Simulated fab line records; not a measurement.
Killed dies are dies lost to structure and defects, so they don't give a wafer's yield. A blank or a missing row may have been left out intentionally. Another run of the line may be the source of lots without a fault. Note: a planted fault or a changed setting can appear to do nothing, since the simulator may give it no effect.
fab line records ; flow nandHarc
[record] lots = 14; wafers = 42; lastDay = 24
route steps=1159 shown P_GATE@190 P_CONTACT@217
lots that met no fault: taken from a fault-free run of the same line
startH: hours from the record's first day to the start of the lot's first wafer shown ; waitH: hours from the lot's prior step to this one ; " as in the row above ; L1.1+2: a single row standing in for several wafers ; - no value, or no start given ; * or withheld: withheld ; < > ~ a bound
route shown NAME@n: names a module that has steps shown in the file, with the first one's number in the route ; usual: the fault-free wafers' mean and standard deviation ; same: alike in all rows ; chamber/n: place in a boat ; sites: each site's reading ; _std_site: standard deviation of those values ; _edge_site: the outer-site mean with the inner-site mean subtracted ; radiusMm: how far each site lies from the wafer's centre ; mask NAME#n: copy n ; behind: the most recent tool/chamber to have shaped the wafer ; hold: why the lot went on hold/how many hours it stayed there/how the hold came to an end ; device: which transistor (n, p or np) failed to switch ; end of line: the route-end tests of the same wafers ; step lacking rows: just its recipe ; killed: not the wafer's yield, but the dies lost to structure and defects at the first sort ; map: a wafer's dies, x killed, . not, _ none there
set.NAME: the run value of the setting; set.NAME@STEP: its run value at that earlier step ; model.NAME: the simulator's own value behind a step, which no gauge read
steps of the route over a sample of lots; a table a step, a row a wafer
services: when a tool's chamber went out of use (startH, in hours from the record's first day, below 0 if earlier), for how many hours, and the reason
[[steps]]
[step NHARC_P_GATE_STRIP_76]
[recipe] powerW = 1500; tempC = 250; chemistry = O2
[usual] drypumpMotorCurrentA = 5.3/0.34; heaterPowerW = 374/30
lot.wafer;tool;chamber;startH;waitH;drypumpMotorCurrentA;heaterPowerW;rfHoursCounterH
L662.1;plasmaAsher-02;1;100.92;0.2;5.0;413;29
L662.4;plasmaAsher-02;0;100.92;0.2;5.3;364;-
L662.6;plasmaAsher-02;0;100.92;0.2;5.3;363;-
L663.4;plasmaAsher-02;0;117.36;0.1;5.3;359;-
L663.5;plasmaAsher-02;1;117.36;0.1;5.0;420;-
L663.6;plasmaAsher-02;0;117.36;0.1;5.3;366;-
L664.1;plasmaAsher-02;1;118.64;0.2;5.0;404;35
L664.3;plasmaAsher-02;0;118.64;0.2;5.4;362;-
L664.6;plasmaAsher-02;1;118.64;0.2;5.0;419;-
L665.1;plasmaAsher-02;0;123.79;0.2;5.3;371;36
L665.3;plasmaAsher-02;1;123.79;0.2;5.0;414;-
L665.6;plasmaAsher-02;0;123.79;0.2;5.3;370;-
L676.1;plasmaAsher-01;0;183.63;0.2;5.1;378;26
L676.4;plasmaAsher-01;0;183.63;0.2;5.1;373;-
L676.5;plasmaAsher-01;1;183.63;0.2;6.0;339;-
L677.2;plasmaAsher-01;1;197.64;0.2;5.9;324;33
L677.4;plasmaAsher-01;0;197.64;0.2;5.1;378;-
L677.5;plasmaAsher-01;1;197.64;0.2;5.9;334;-
L678.1;plasmaAsher-02;1;198.08;0.2;5.0;420;2
L678.4;plasmaAsher-02;0;198.08;0.2;5.4;367;-
L678.6;plasmaAsher-02;1;198.08;0.2;5.0;411;-
L680.1;plasmaAsher-02;1;208.50;0.2;5.0;413;5
L680.4;plasmaAsher-02;0;208.50;0.2;5.3;360;-
L680.6;plasmaAsher-02;0;208.50;0.2;5.3;371;-
L679.1;plasmaAsher-02;1;210.82;0.2;5.0;416;7
L679.3;plasmaAsher-02;1;210.82;0.2;5.0;411;-
L679.6;plasmaAsher-02;1;210.82;0.2;5.0;416;-
L681.2;plasmaAsher-02;0;214.58;0.2;5.3;367;8
L681.3;plasmaAsher-02;1;214.58;0.2;5.0;408;-
L681.6;plasmaAsher-02;0;214.58;0.2;5.3;370;-
L682.3;plasmaAsher-01;1;225.27;0.2;6.0;320;-
L682.5;plasmaAsher-01;1;225.27;0.2;6.0;328;-
L682.6;plasmaAsher-01;0;225.27;0.2;5.1;377;-
L683.2;plasmaAsher-02;0;225.76;0.2;5.3;356;10
L683.3;plasmaAsher-02;0;225.76;0.2;5.3;358;-
L683.5;plasmaAsher-02;1;225.76;0.2;5.0;418;-
L685.1;plasmaAsher-01;0;235.96;0.2;5.1;369;45
L685.4;plasmaAsher-01;0;235.96;0.2;5.1;370;-
L685.6;plasmaAsher-01;1;235.96;0.2;5.9;332;-
L684.1;plasmaAsher-01;1;237.22;0.2;5.9;324;46
L684.2;plasmaAsher-01;0;237.22;0.2;5.1;382;46
L684.4;plasmaAsher-01;0;237.22;0.2;5.1;381;-
[step NHARC_P_GATE_STRIP_113]
[recipe] powerW = 1500; tempC = 110; timeS = 740; chemistry = N2/H2
[usual] drypumpMotorCurrentA = 5.3/0.37; heaterPowerW = 99/8.2
lot.wafer;tool;chamber;startH;waitH;drypumpMotorCurrentA;heaterPowerW;rfHoursCounterH
L662.1;plasmaAsher-02;0;102.48;0.3;5.3;101;29
L662.4;plasmaAsher-02;0;102.48;0.3;5.3;98;-
L662.6;plasmaAsher-02;1;102.48;0.3;5.0;107;-
L663.4;plasmaAsher-01;1;119.17;0.5;5.9;87;-
L663.5;plasmaAsher-01;0;119.17;0.5;5.1;103;-
L663.6;plasmaAsher-01;1;119.17;0.5;5.9;88;-
L664.1;plasmaAsher-02;0;119.96;0.2;5.3;97;35
L664.3;plasmaAsher-02;1;119.96;0.2;5.0;109;-
L664.6;plasmaAsher-02;1;119.96;0.2;5.0;109;-
L665.1;plasmaAsher-02;1;125.30;0.2;5.0;110;37
L665.3;plasmaAsher-02;1;125.30;0.2;5.0;110;-
L665.6;plasmaAsher-02;1;125.30;0.2;5.0;111;-
L676.1;plasmaAsher-01;0;185.61;0.7;5.1;97;28
L676.4;plasmaAsher-01;1;185.61;0.7;6.0;89;-
L676.5;plasmaAsher-01;0;185.61;0.7;5.1;102;-
L677.2;plasmaAsher-01;1;198.94;0.2;5.9;87;34
L677.4;plasmaAsher-01;1;198.94;0.2;6.0;90;-
L677.5;plasmaAsher-01;1;198.94;0.2;6.0;89;-
L678.1;plasmaAsher-02;0;199.70;0.4;5.3;99;3
L678.4;plasmaAsher-02;1;199.70;0.4;5.0;110;-
L678.6;plasmaAsher-02;1;199.70;0.4;5.0;111;-
L680.1;plasmaAsher-01;0;210.16;0.4;5.1;104;37
L680.4;plasmaAsher-01;0;210.16;0.4;5.1;101;-
L680.6;plasmaAsher-01;1;210.16;0.4;5.9;87;-
L679.1;plasmaAsher-01;1;212.39;0.3;5.9;89;38
L679.3;plasmaAsher-01;0;212.39;0.3;5.1;100;-
L679.6;plasmaAsher-01;1;212.39;0.3;5.9;86;-
L681.2;plasmaAsher-01;0;215.90;0.2;5.1;97;39
L681.3;plasmaAsher-01;0;215.90;0.2;5.1;100;-
L681.6;plasmaAsher-01;0;215.90;0.2;5.1;98;-
L682.3;plasmaAsher-02;0;226.94;0.5;5.3;97;-
L682.5;plasmaAsher-02;1;226.94;0.5;5.0;108;-
L682.6;plasmaAsher-02;0;226.94;0.5;5.3;97;-
L683.2;plasmaAsher-01;1;227.24;0.2;5.9;86;42
L683.3;plasmaAsher-01;0;227.24;0.2;5.1;98;-
L683.5;plasmaAsher-01;0;227.24;0.2;5.1;100;-
L685.1;plasmaAsher-02;0;237.80;0.6;5.3;96;14
L685.4;plasmaAsher-02;0;237.80;0.6;5.3;99;-
L685.6;plasmaAsher-02;0;237.80;0.6;5.3;99;-
L684.1;plasmaAsher-02;0;238.85;0.4;5.3;100;15
L684.2;plasmaAsher-02;1;238.85;0.4;5.0;111;15
L684.4;plasmaAsher-02;1;238.85;0.4;5.0;112;-
[step NHARC_P_CONTACT_DEP_30]
[recipe] targetThkA = 300; tempC = 400; targetThkNm = 30; flowSccm = 200; rfW = 450; material = SiNx
[usual] heaterPowerOuterW = 428/39; heaterPowerW = 739/64
lot.wafer;tool;chamber;startH;waitH;heaterPowerOuterW;heaterPowerW
L662.1;pecvd-03;1;104.95;0.1;420;705
L662.4;pecvd-03;2;104.95;0.1;335;620
L662.6;pecvd-03;0;104.95;0.1;401;683
L663.4;pecvd-02;1;121.67;0.3;446;756
L663.5;pecvd-02;2;121.67;0.3;498;814
L663.6;pecvd-02;0;121.67;0.3;446;848
L663.4;pecvd-02;1;122.13;-;441;754
L663.5;pecvd-02;2;122.13;-;491;812
L663.6;pecvd-02;0;122.13;-;452;848
L664.1;pecvd-02;1;122.79;0.1;412;747
L664.3;pecvd-02;2;122.79;0.1;446;772
L664.6;pecvd-02;1;122.79;0.1;408;732
L664.1;pecvd-02;1;124.03;-;410;707
L664.3;pecvd-02;2;124.03;-;459;755
L664.6;pecvd-02;1;124.03;-;400;734
L665.1;pecvd-02;2;127.94;0.1;475;777
L665.3;pecvd-02;0;127.94;0.1;367;727
L665.6;pecvd-02;2;127.94;0.1;470;767
L676.1;pecvd-01;0;188.29;0.1;448;726
L676.4;pecvd-01;0;188.29;0.1;456;723
L676.5;pecvd-01;1;188.29;0.1;327;624
L677.2;pecvd-01;1;201.63;0.1;436;776
L677.4;pecvd-01;2;201.63;0.1;499;900
L677.5;pecvd-01;0;201.63;0.1;410;667
L678.1;pecvd-03;2;202.36;0.1;434;735
L678.4;pecvd-03;1;202.36;0.1;374;626
L678.6;pecvd-03;0;202.36;0.1;454;749
L680.1;pecvd-03;1;212.95;0.2;402;668
L680.6;pecvd-03;2;212.95;0.2;357;637
L680.4;pecvd-03;1;212.95;0.2;392;659
L679.1;pecvd-01;2;214.93;0.1;422;749
L679.3;pecvd-01;0;214.93;0.1;465;749
L679.6;pecvd-01;0;214.93;0.1;459;753
L681.3;pecvd-02;1;219.11;0.4;435;780
L681.2;pecvd-02;2;219.11;0.4;444;723
L681.6;pecvd-02;1;219.11;0.4;430;770
L682.3;pecvd-02;2;229.56;0.1;391;649
L682.5;pecvd-02;0;229.56;0.1;455;833
L682.6;pecvd-02;1;229.56;0.1;445;786
L683.3;pecvd-03;0;230.18;0.1;418;711
L683.2;pecvd-03;2;230.18;0.1;374;647
L683.5;pecvd-03;0;230.18;0.1;422;696
L685.1;pecvd-02;0;240.43;0.1;422;795
L685.6;pecvd-02;0;240.43;0.1;425;826
L685.4;pecvd-02;1;240.43;0.1;419;740
L684.1;pecvd-03;1;241.51;0.1;367;634
L684.2;pecvd-03;2;241.51;0.1;384;662
L684.4;pecvd-03;0;241.51;0.1;408;675
[step NHARC_P_CONTACT_CD_MEAS_12]
[recipe] targetCdNm = 90; landingEnergyEv = 500
[usual] cdNm = 89.9/0.43
[same] landingEnergyEv = 500
lot.wafer;tool;chamber;startH;waitH;cdNm
L662.1;cdSem-02;0;106.50;-;90.0
L662.4;cdSem-02;0;106.50;-;89.9
L662.6;cdSem-02;0;106.50;-;90.0
L663.4;cdSem-01;0;123.45;-;89.7
L663.5;cdSem-01;0;123.45;-;90.1
L663.6;cdSem-01;0;123.45;-;89.7
L664.1;cdSem-01;0;125.45;-;90.4
L664.3;cdSem-01;0;125.45;-;90.1
L664.6;cdSem-01;0;125.45;-;90.2
L665.1;cdSem-03;0;129.48;-;89.3
L665.3;cdSem-03;0;129.48;-;89.9
L665.6;cdSem-03;0;129.48;-;89.9
L676.1;cdSem-02;0;189.85;-;90.2
L676.4;cdSem-02;0;189.85;-;90.6
L676.5;cdSem-02;0;189.85;-;90.3
L677.2;cdSem-01;0;203.10;-;89.7
L677.4;cdSem-01;0;203.10;-;89.9
L677.5;cdSem-01;0;203.10;-;90.1
L678.1;cdSem-02;0;203.74;-;89.6
L678.4;cdSem-02;0;203.74;-;89.9
L678.6;cdSem-02;0;203.74;-;89.7
L680.1;cdSem-02;0;214.43;-;90.1
L680.4;cdSem-02;0;214.43;-;89.9
L680.6;cdSem-02;0;214.43;-;90.2
L679.1;cdSem-02;0;216.45;-;89.6
L679.3;cdSem-02;0;216.45;-;89.9
L679.6;cdSem-02;0;216.45;-;90.1
L681.2;cdSem-03;0;220.48;-;89.8
L681.3;cdSem-03;0;220.48;-;89.1
L681.6;cdSem-03;0;220.48;-;90.2
L682.3;cdSem-02;0;231.12;-;89.7
L682.5;cdSem-02;0;231.12;-;90.1
L682.6;cdSem-02;0;231.12;-;89.7
L683.2;cdSem-02;0;231.72;-;89.0
L683.3;cdSem-02;0;231.72;-;89.2
L683.5;cdSem-02;0;231.72;-;88.9
L685.1;cdSem-03;0;241.93;-;89.6
L685.4;cdSem-03;0;241.93;-;90.0
L685.6;cdSem-03;0;241.93;-;90.0
L684.1;cdSem-01;0;243.03;-;90.2
L684.2;cdSem-01;0;243.03;-;89.9
L684.4;cdSem-01;0;243.03;-;89.9
[[services]]
tool;chamber;startH;hours;kind
pecvd-01;1;84.64;2.4;repair
pecvd-02;1;98.00;5.1;repair
plasmaAsher-01;-;99.00;9.0;pm
plasmaAsher-01;0;99.00;9.0;ventCycle
plasmaAsher-01;1;99.00;9.0;ventCycle
plasmaAsher-01;0;108.00;-;clean
plasmaAsher-01;1;108.00;-;clean
pecvd-03;-;111.08;13.0;pm
plasmaAsher-02;-;138.19;2.9;repair
pecvd-02;-;153.07;13.0;pm
pecvd-02;0;153.07;13.0;ventCycle
pecvd-02;1;153.07;13.0;ventCycle
pecvd-02;2;153.07;13.0;ventCycle
pecvd-03;-;159.02;0.9;repair
pecvd-02;0;166.07;-;clean
pecvd-02;1;166.07;-;clean
pecvd-03;1;182.79;6.5;repair
plasmaAsher-02;-;183.25;9.0;pm
plasmaAsher-02;0;183.25;9.0;ventCycle
plasmaAsher-02;1;183.25;9.0;ventCycle
plasmaAsher-02;0;192.25;-;clean
plasmaAsher-02;1;192.25;-;clean
plasmaAsher-01;-;218.73;0.5;repair
pecvd-01;-;237.18;13.0;pm
[[key]]
[firstSign] step = NHARC_P_CONTACT_DEP_30; reading = visit; direction = added
effect none on later readings
metAt NHARC_P_CONTACT_DEP_30
struckLots L663,L664
sortLeftOut L663.4,L663.5,L663.6,L664.1,L664.3,L664.6
testerLeftOut L663,L664
notActingAt NHARC_P_GATE_STRIP_76,NHARC_P_GATE_STRIP_113,NHARC_P_CONTACT_CD_MEAS_12
[fault] kind = repeatedStepWhole; tool = pecvd-01,pecvd-02,pecvd-03; chamber = -; onsetH = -; steps = NHARC_P_CONTACT_DEP_30; times = 1; scope = struckLotsOnly
// testerLeftOut: of these lots the tester's yield and bins aren't shown, on N5 and GAA mostly nor the transistor test; their killed dies are dies lost to structure and defects alone, not to doping, threshold or leakage, so they don't give the yield
// sortLeftOut: the simulated sort isn't trusted on such a fault, so these wafers' sort isn't shown, and their yield isn't known
